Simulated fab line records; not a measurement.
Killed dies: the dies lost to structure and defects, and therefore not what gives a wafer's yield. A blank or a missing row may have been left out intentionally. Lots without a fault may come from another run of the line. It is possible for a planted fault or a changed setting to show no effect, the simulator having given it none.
2 desks, one fault -- flow nand harc -- each desk has only its own numbers; what lay behind them comes last

## THE DEFECT DESK
Inspection counts along the route, by lot: the mean over sampled wafers that carry a number. A lot is out of limits, marked OUT, if its mean lies more than 4 standard deviations from the usual mean; the brackets give that distance.
Columns: A = raw defect count at NHARC_A_ONON_D1_INSPECT_32, usual 66
lot,first seen here,A
L551,day 8 11:58,62
L552,day 8 19:49,68
L553,day 9 08:43,65
L556,day 10 10:40,70
L555,day 10 10:47,65
L557,day 10 20:53,72
L558,day 11 06:26,71
L559,day 11 15:02,72
L561,day 12 10:25,85
L564,day 13 13:36,37
L567,day 15 09:42,71
L569,day 15 13:37,95
L573,day 17 15:35,55
L574,day 18 04:15,73
This desk's verdict: no lot among the 14 shows anything out of limits.

## FROM THE METROLOGY DESK
Lot by lot, what the gauges showed, no matter which tool ran the lot: averages of those sampled wafers that carry a number. A lot is out of limits, marked OUT, if its mean lies more than 4 standard deviations from the usual mean; the brackets give that distance.
Columns: A = thk nm at NHARC_A_ONON_D1_THK_MEAS_21, usual 1001 nm
lot,first seen here,A
L551,day 8 09:42,1007
L552,day 8 17:34,1005
L553,day 9 06:29,994
L555,day 10 08:23,998
L556,day 10 08:23,985
L557,day 10 18:38,1015
L558,day 11 04:12,989
L559,day 11 12:47,1007
L561,day 12 08:11,1006
L564,day 13 11:22,1006
L567,day 15 07:28,691 (-31) OUT
L569,day 15 11:13,703 (-30) OUT
L573,day 17 13:11,995
L574,day 18 01:55,1000
This desk's finding: out of limits on L567, L569; first on L567, day 15 07:28 (thk nm at NHARC_A_ONON_D1_THK_MEAS_21). L551, L552, L553, L555, L556, L557, L558, L559, L561, L564, L573, L574: within limits.

## ALL TOGETHER
The metrology desk could have raised an alarm at day 15 07:28, on L567, L569.
Nothing the defect desk looked at was out of limits.
The defect desk has L567, L569 on record, within its limits.
Every lot named ran NHARC_A_ONON_D1_DEP_19 on pecvd onon-01.

## WHAT WAS PUT IN BY THE SIMULATOR
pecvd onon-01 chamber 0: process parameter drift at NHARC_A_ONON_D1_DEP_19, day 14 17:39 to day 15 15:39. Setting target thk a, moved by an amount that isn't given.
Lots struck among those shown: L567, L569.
Hours from the fault's start to each desk's first reading out of limits: the metrology desk, 14.
